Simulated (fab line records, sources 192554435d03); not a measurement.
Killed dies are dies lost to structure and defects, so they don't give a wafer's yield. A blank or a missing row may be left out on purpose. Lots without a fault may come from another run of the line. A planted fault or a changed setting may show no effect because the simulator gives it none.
fab line records | flow n5_finfet
record lots=10 wafers=30 last_day=17
route steps=1938 shown BEOL_M14@1733 PASSIVATION@1936
lots that met no fault: from a run of the same line without faults
start_h: hours from the record's first day to the start of the lot's first wafer shown | wait_h: hours since the lot's step before | " the same as in the row above | L1.1+2: a row that stands for several wafers | - no value, or no start given | * or withheld: withheld | < > ~ a bound
route shown NAME@n: a module of which the file shows steps, and the number in the route of the first | usual: mean/standard deviation of fault-free wafers | same: alike in all rows | chamber/n: place in a boat | sites: the reading at each site | _std_site: their standard deviation | _edge_site: outer sites' mean less inner sites' | radius_mm: how far each site lies from the wafer's centre | mask NAME#n: copy n | behind: the tool/chamber that last shaped the wafer | hold: why the lot was held/for how many hours/how that ended | device: the transistor (n, p or np) that didn't switch | end of line: the same wafers' tests at the end of the route | a step without rows: its recipe alone | killed: dies lost to structure and defects at the first sort, not the wafer's yield | map: a wafer's dies, x killed, . not, _ none there
set.NAME: the setting as run; set.NAME@STEP: as run at that earlier step | model.NAME: the simulator's own value behind a step, which no gauge read
steps of the route over a sample of lots; a table a step, a row a wafer
services: from which hour (start_h, from the record's first day; less than 0 if before it) a tool's chamber was out of use, for how many hours, and why
## steps
# step N5_BEOL_M14_STRIP_64
# recipe chemistry=O2 power_w=600 temp_c=60 pressure_mtorr=30 rf_frequency_hz=6e+07 bias_power_w=0 overash_fraction=0.3 o2_flow_sccm=225
# usual chamber_pressure_mTorr=30.001/0.025 drypump_motor_current_A=5.6/0.54 oes_product_au=0.80/0.062 rf_vpp_V=3.7/0.47 showerhead_plenum_p_Torr=2.11/0.069 temp_c=60.02/0.12 throttle_valve_pct=16.59/0.19
# columns lot.wafer tool chamber start_h wait_h chamber_pressure_mTorr drypump_motor_current_A oes_product_au rf_hours_counter_h rf_vpp_V showerhead_plenum_p_Torr temp_c throttle_valve_pct
L198.4 rie_diel-02 2 - - 30.031 5.5 0.89 39 4.1 2.04 59.89 16.37
L198.5 " 3 " " 30.049 4.7 0.71 - 2.6 2.07 59.85 16.75
L198.6 " 0 " " 30.005 6.3 0.91 - 3.5 2.23 60.18 16.43
L202.1 rie_diel-02 3 - - 30.015 4.7 0.71 227 4.3 2.07 60.05 16.75
L202.3 " 0 " " 29.990 6.2 0.89 38 3.3 2.23 59.96 16.46
L202.6 " 2 " " 30.062 5.5 0.87 - 4.2 2.04 60.03 16.37
L203.1 rie_diel-04 0 - - 29.971 5.8 0.90 33 3.7 2.04 60.12 16.50
L203.2 " 3 " " 29.987 5.4 0.81 91 3.6 2.21 60.04 16.53
L203.5 " 0 " " 29.976 5.8 0.90 - 3.9 2.04 59.89 16.52
L206.1 rie_diel-02 3 - - 30.049 4.7 0.71 238 3.7 2.06 59.96 16.76
L206.4 " 1 " " 29.999 4.9 0.78 126 3.9 2.10 59.85 16.53
L206.5 " 0 " " 30.061 6.2 0.88 - 2.9 2.23 59.83 16.50
L204.1 rie_diel-03 2 - - 29.988 5.4 0.86 45 4.1 2.05 60.08 16.37
L204.5 " 1 " " 30.026 5.7 0.83 - 3.4 2.13 60.20 16.45
L204.6 " 2 " " 29.964 5.4 0.87 - 4.4 2.05 59.98 16.36
L211.1 rie_diel-02 1 - - 29.973 4.9 0.76 135 2.9 2.10 59.88 16.56
L211.2 " 2 " " 30.015 5.5 0.84 62 4.5 2.03 59.92 16.42
L211.3 " 0 " " 30.010 6.2 0.86 57 3.3 2.22 59.88 16.50
L215.1 rie_diel-04 3 - - 29.973 5.4 0.79 115 3.5 2.20 59.75 16.58
L215.2 " 2 " " 30.046 5.7 0.74 154 3.8 2.10 59.83 16.85
L215.3 " 0 " " 30.025 5.8 0.84 61 3.3 2.03 60.11 16.54
L213.1 rie_diel-03 2 - - 30.003 5.4 0.83 63 4.4 2.04 59.88 16.40
L213.2 " 0 " " 30.051 6.0 0.78 132 3.4 2.19 60.10 16.68
L213.4 " 3 " " 30.005 4.9 0.69 235 3.8 2.07 59.93 16.90
L219.1 rie_diel-02 2 - - 30.012 5.5 0.81 88 3.5 2.02 60.05 16.46
L219.4 " 1 " " 30.015 4.9 0.76 - 3.7 2.10 60.08 16.56
L219.5 " 2 " " 29.958 5.5 0.82 - 3.4 2.02 59.98 16.46
L220.1 rie_diel-02 2 - - 29.953 5.5 0.80 90 4.4 2.02 60.09 16.45
L220.2 " 1 " " 29.996 4.9 0.76 145 3.5 2.10 59.88 16.57
L220.5 " 0 " " 29.946 6.2 0.82 - 4.5 2.21 59.88 16.54
# step N5_BEOL_M14_CD_MEAS_17
# recipe target_cd_nm=250 polarity=opening
# usual cd_nm=251.0/1.6
# columns lot.wafer tool chamber start_h wait_h cd_nm
L198.4 cd_sem-02 - 252.29 0.0 250.4
L198.5 " - " " 250.3
L198.6 " - " " 251.5
L202.1 cd_sem-01 - 264.83 0.0 248.1
L202.3 " - " " 249.4
L202.6 " - " " 249.9
L203.1 cd_sem-01 - 270.43 0.0 250.7
L203.2 " - " " 250.4
L203.5 " - " " 249.2
L206.1 cd_sem-02 - 293.14 0.0 253.3
L206.4 " - " " 253.8
L206.5 " - " " 251.2
L204.1 cd_sem-02 - 300.81 0.0 253.6
L204.5 " - " " 252.2
L204.6 " - " " 253.3
L211.1 cd_sem-02 - 312.33 0.0 250.0
L211.2 " - " " 248.5
L211.3 " - " " 250.1
L215.1 cd_sem-03 - 339.84 0.0 251.5
L215.2 " - " " 251.9
L215.3 " - " " 253.3
L213.1 cd_sem-03 - 345.84 0.0 251.4
L213.2 " - " " 250.2
L213.4 " - " " 251.3
L219.1 cd_sem-01 - 369.26 0.0 250.0
L219.4 " - " " 248.4
L219.5 " - " " 248.2
L220.1 cd_sem-01 - 371.88 0.0 253.7
L220.2 " - " " 251.8
L220.5 " - " " 251.7
# step N5_BEOL_M14_EXPOSE_25
# recipe mask_id=M14 na=0.8 source_shape=annular sigma_inner=0.5 sigma_outer=0.8 polarization=unpolarized target_cd_nm=280 dose_mj=26.6
# usual exposure_dose_mJ_cm2=26.588/0.023 stage_vel_mm_s=499.97/0.23
# columns lot.wafer tool chamber start_h wait_h mask exposure_dose_mJ_cm2 stage_vel_mm_s
L198.4 krf_scanner-02 0 252.46 - M14#0 26.611 499.85
L198.5 " 0 " " M14#0 26.623 499.92
L198.6 " 0 " " M14#0 26.572 499.85
L202.1 krf_scanner-01 0 265.11 - M14#0 26.578 500.09
L202.3 " 0 " " M14#0 26.622 499.74
L202.6 " 0 " " M14#0 26.626 500.05
L203.1 krf_scanner-02 0 270.71 - M14#0 26.529 499.81
L203.2 " 0 " " M14#0 26.578 499.84
L203.5 " 0 " " M14#0 26.611 499.60
L206.1 krf_scanner-01 0 293.29 - M14#0 26.582 499.99
L206.4 " 0 " " M14#0 26.597 499.73
L206.5 " 0 " " M14#0 26.607 499.88
L204.1 krf_scanner-02 0 301.09 - M14#0 26.607 500.02
L204.5 " 0 " " M14#0 26.626 500.03
L204.6 " 0 " " M14#0 26.634 499.99
L211.1 krf_scanner-02 0 312.49 - M14#0 27.600 499.56
L211.2 " 0 " " M14#0 27.585 500.02
L211.3 " 0 " " M14#0 27.585 499.82
L215.1 krf_scanner-02 0 340.12 - M14#0 27.355 499.70
L215.2 " 0 " " M14#0 27.384 499.99
L215.3 " 0 " " M14#0 27.391 500.36
L213.1 krf_scanner-01 0 346.12 - M14#0 26.535 500.56
L213.2 " 0 " " M14#0 26.592 500.69
L213.4 " 0 " " M14#0 26.557 500.22
L219.1 krf_scanner-01 0 369.54 - M14#0 26.592 499.75
L219.4 " 0 " " M14#0 26.560 499.52
L219.5 " 0 " " M14#0 26.573 499.73
L220.1 krf_scanner-01 0 372.03 - M14#0 26.567 499.98
L220.2 " 0 " " M14#0 26.560 499.66
L220.5 " 0 " " M14#0 26.579 499.80
# step N5_BEOL_M14_CD_MEAS_28
# recipe target_cd_nm=284.4 landing_energy_ev=500 detector=se_inlens
# usual cd_nm=284.5/1.3
# same landing_energy_ev=500
# columns lot.wafer tool chamber start_h wait_h cd_nm
L198.4 cd_sem-02 0 252.61 - 283.2
L198.5 " 0 " " 283.0
L198.6 " 0 " " 285.4
L202.1 cd_sem-03 0 265.29 - 285.0
L202.3 " 0 " " 284.4
L202.6 " 0 " " 286.1
L203.1 cd_sem-03 0 270.88 - 283.6
L203.2 " 0 " " 282.7
L203.5 " 0 " " 283.6
L206.1 cd_sem-03 0 293.47 - 282.6
L206.4 " 0 " " 284.4
L206.5 " 0 " " 283.6
L204.1 cd_sem-02 0 301.27 - 284.2
L204.5 " 0 " " 284.1
L204.6 " 0 " " 283.0
L211.1 cd_sem-03 0 312.66 - 292.6
L211.2 " 0 " " 292.2
L211.3 " 0 " " 293.3
L215.1 cd_sem-03 0 340.30 - 289.2
L215.2 " 0 " " 289.9
L215.3 " 0 " " 289.7
L213.1 cd_sem-03 0 346.29 - 284.0
L213.2 " 0 " " 285.4
L213.4 " 0 " " 286.2
L219.1 cd_sem-03 0 369.71 - 284.1
L219.4 " 0 " " 283.7
L219.5 " 0 " " 283.5
L220.1 cd_sem-02 0 372.20 - 284.8
L220.2 " 0 " " 285.1
L220.5 " 0 " " 285.1
# step N5_BEOL_M14_OCD_MEAS_35
# usual trench_depth_nm=556/6.8
# columns lot.wafer tool chamber start_h wait_h trench_depth_nm
L198.4 ocd-02 - 253.31 0.0 547
L198.5 " - " " 562
L198.6 " - " " 558
L202.1 ocd-01 - 265.99 0.0 559
L202.3 " - " " 561
L202.6 " - " " 559
L203.1 ocd-02 - 271.75 0.0 565
L203.2 " - " " 552
L203.5 " - " " 560
L206.1 ocd-02 - 294.16 0.0 565
L206.4 " - " " 560
L206.5 " - " " 562
L204.1 ocd-02 - 301.97 0.0 564
L204.5 " - " " 555
L204.6 " - " " 557
L211.1 ocd-01 - 313.36 0.0 566
L211.2 " - " " 566
L211.3 " - " " 565
L215.1 ocd-02 - 340.99 0.0 553
L215.2 " - " " 550
L215.3 " - " " 556
L213.1 ocd-01 - 346.99 0.0 550
L213.2 " - " " 547
L213.4 " - " " 548
L219.1 ocd-01 - 370.41 0.0 558
L219.4 " - " " 563
L219.5 " - " " 544
L220.1 ocd-01 - 372.90 0.0 555
L220.2 " - " " 541
L220.5 " - " " 553
# step N5_PASSIVATION_PROBE_49
# usual defect_limited_yield=91.3/1.3 killed_at_M0_to_M3=35/13 killed_at_M4_up=13/5.2 killed_at_contacts=12/6.2 killed_at_front_end=39/9.6 killed_at_other=3.1/2.6 killed_dies=102/16 killed_open=68/13 killed_short=33/6.9 sort_bin_5_function=5.1/0.87 sort_bin_6_memory=3.3/0.67 sort_n_pass=1078/16 sort_yield_pct=91.3/1.3
# same gross_dies=1180 killed_at_back_side=0 sort_bin_4_leakage[%]=0 sort_bin_8_speed[%]=0
# columns lot.wafer tool chamber start_h wait_h defect_limited_yield[%] killed_at_M0_to_M3 killed_at_M4_up killed_at_contacts killed_at_front_end killed_at_other killed_dies killed_open killed_short sort_bin_5_function[%] sort_bin_6_memory[%] sort_n_pass sort_yield_pct[%]
L202.1 prober-01 - 290.57 0.0 92.2 26 16 20 27 3 92 59 31 4.2 3.4 1088 92.2
L202.3 prober-01 - 290.67 0.1 91.7 31 9 26 32 0 98 67 31 4.7 3.3 1082 91.7
L202.6 prober-01 - 290.82 0.3 91.4 35 12 22 27 5 101 69 31 5.4 2.5 1079 91.4
L215.1 prober-01 - 365.11 0.2 90.8 28 15 23 39 4 109 84 24 5.1 3.9 1071 90.8
L215.2 prober-01 - 365.16 0.2 89.7 34 26 18 39 5 122 92 29 6.3 3.7 1058 89.7
L215.3 prober-01 - 365.21 0.3 92.2 37 12 8 31 4 92 57 35 4.6 2.9 1088 92.2
# killed by level:class
L202.1 MOL_CONTACT_COAG:geometric_particle:open=15 BEOL_M1:geometric_particle:open=7 FIN_SAQP:geometric_particle:short=6 STARTING-WAFER:geometric_particle:open=6 MOL_CONTACT_COAG:geometric_particle:short=5 BEOL_M2:geometric_particle:open=5 BEOL_M0_SAQP:geometric_particle:open=4 BEOL_M4:geometric_particle:open=4
L202.3 MOL_CONTACT_COAG:geometric_particle:open=23 FIN_SAQP:geometric_particle:open=8 BEOL_M0_SAQP:geometric_particle:open=7 BEOL_M1:geometric_particle:open=6 FIN_SAQP:geometric_particle:short=5 BEOL_M0_SAQP:geometric_particle:short=5 BEOL_M2:geometric_particle:short=5 GATE_CUT:geometric_particle:short=4
L202.6 MOL_CONTACT_COAG:geometric_particle:open=19 BEOL_M0_SAQP:geometric_particle:open=8 BEOL_M4:geometric_particle:open=7 FIN_SAQP:geometric_particle:short=6 BEOL_M1:geometric_particle:open=5 BEOL_M1:geometric_particle:short=5 BEOL_M0_SAQP:geometric_particle:short=4 BEOL_M3:geometric_particle:open=4
L215.1 MOL_CONTACT_COAG:geometric_particle:open=22 FIN_SAQP:geometric_particle:open=13 BEOL_M1:geometric_particle:open=13 BEOL_M4:geometric_particle:open=10 FIN_SAQP:geometric_particle:short=6 DUMMY_GATE:geometric_particle:open=4 ILD0:geometric_particle:short=3 BEOL_M0_SAQP:geometric_particle:short=3
L215.2 MOL_CONTACT_COAG:geometric_particle:open=17 BEOL_M4:geometric_particle:open=12 DUMMY_GATE:geometric_particle:open=9 BEOL_M2:geometric_particle:open=9 FIN_SAQP:geometric_particle:short=7 BEOL_M0_SAQP:geometric_particle:open=7 BEOL_M3:geometric_particle:open=6 FIN_SAQP:geometric_particle:open=5
L215.3 BEOL_M0_SAQP:geometric_particle:open=10 DUMMY_GATE:geometric_particle:open=9 BEOL_M2:geometric_particle:open=7 BEOL_M3:geometric_particle:short=7 STI_FIN_REVEAL:geometric_particle:open=6 FIN_SAQP:geometric_particle:open=5 GATE_CUT:geometric_particle:short=5 MOL_CONTACT_COAG:geometric_particle:open=5
## services
# columns tool chamber start_h hours kind
krf_scanner-02 - 234.91 1.9 repair
krf_scanner-01 - 240.56 1.5 pm
krf_scanner-01 - 242.68 0.7 repair
krf_scanner-01 - 250.56 1.0 pm
rie_diel-04 1 288.71 11.0 repair
krf_scanner-02 - 291.05 1.3 pm
krf_scanner-01 - 294.96 0.8 pm
rie_diel-04 - 298.50 2.8 pm
rie_diel-03 3 301.67 7.3 repair
krf_scanner-02 - 312.95 4.4 pm
krf_scanner-01 - 317.32 1.3 pm
krf_scanner-02 - 317.61 1.5 repair
rie_diel-03 3 322.29 11.0 repair
krf_scanner-02 - 325.87 0.8 pm
krf_scanner-02 - 334.63 1.0 pm
rie_diel-04 3 340.45 5.4 repair
krf_scanner-02 - 361.61 11.6 pm
rie_diel-02 3 365.02 - clean
rie_diel-02 3 365.02 - consumable_replace:focus_ring
rie_diel-02 3 365.02 15.8 scheduled_down
rie_diel-02 3 365.02 15.8 vent_cycle
## key
first_sign step=N5_BEOL_M14_EXPOSE_25 reading=exposure_dose_mJ_cm2 direction=up sigmas=38 usual=26.588 struck=27.483
effect step=N5_BEOL_M14_CD_MEAS_28 reading=cd_nm direction=up sigmas=5.3 usual=284.5 struck=291.2 through=control_loop
met_at N5_BEOL_M14_EXPOSE_25
struck_lots L211,L215
loop_trim step=N5_BEOL_M14_EXPOSE_25 setting=dose lots=L215
not_acting_at N5_BEOL_M14_STRIP_64,N5_BEOL_M14_CD_MEAS_17,N5_BEOL_M14_OCD_MEAS_35
onset_between 301.09 312.49
fault kind=process_parameter_drift tool=krf_scanner-02 chamber=- onset_h=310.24 steps=N5_BEOL_M14_EXPOSE_25 channel=dose_mj offset=0.98684 shape=step acts_in=these_recipes_only stated=26.6
# loop_trim: a control loop set the setting to another value than it would have without faults
